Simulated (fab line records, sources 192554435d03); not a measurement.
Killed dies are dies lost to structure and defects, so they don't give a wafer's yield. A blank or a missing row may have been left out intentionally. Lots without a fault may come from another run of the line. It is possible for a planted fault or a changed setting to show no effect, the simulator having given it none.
Chamber matching	flow n5Finfet	cvdCo-02 running N5_BEOL_M5_CVD_47: 3 sister chambers
The step deposits Co from CCTBA/H2, target thk 3 nm, time 216 s. 16 wafers are shown with their chamber, then 8 later ones without.

== WAFERS WITH THEIR CHAMBER ==
wafer	chamber	runLengthS (s)
L278.3	0	238.4
L278.4	1	239.7
L278.6	0	238.5
L279.3	1	239.1
L279.4	0	238.5
L279.6	2	239.3
L281.2	2	239.0
L281.4	0	239.0
L281.6	2	239.2
L283.1	2	239.1
L283.2	1	238.8
L283.5	0	238.3
L295.2	2	238.6
L295.4	0	238.9
L295.5	1	239.3
L297.1	0	238.5

SIGNATURES (averages over the wafers above)
reading	chamber 0	chamber 1	chamber 2	scatter within a chamber
runLengthS	238.586	239.225	239.040	0.295
Rule: a wafer lies at a distance from a chamber equal to the root of the sum of squares, over the readings, of (its reading less the chamber's mean, divided by the reading's scatter). The wafer belongs to the nearest chamber; if the next one is less than 2 further off, it can't be placed. The scatter: take each reading less its chamber's mean, square it, sum over the shown wafers, divide by the number of wafers less the number of chambers, and take the root.

== WAFERS WITHOUT THEIR CHAMBER ==
wafer	runLengthS (s)
L297.4	239.0
L297.5	239.0
L296.1	239.2
L296.2	238.7
L296.4	239.2
L298.1	239.5
L298.2	238.9
L298.3	239.5

== WHICH CHAMBER EACH ONE RAN IN ==
wafer	from the rows above	in truth
L297.4	can't be placed: 2 or 1 or 0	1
L297.5	can't be placed: 2 or 1 or 0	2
L296.1	can't be placed: 1 or 2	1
L296.2	can't be placed: 0 or 2 or 1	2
L296.4	can't be placed: 1 or 2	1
L298.1	can't be placed: 1 or 2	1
L298.2	can't be placed: 2 or 0 or 1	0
L298.3	can't be placed: 1 or 2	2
Correctly placed: 0 of 8. Unplaceable from these rows: 8, with the true chamber sitting among the candidates in 8. Wrongly placed: 0.
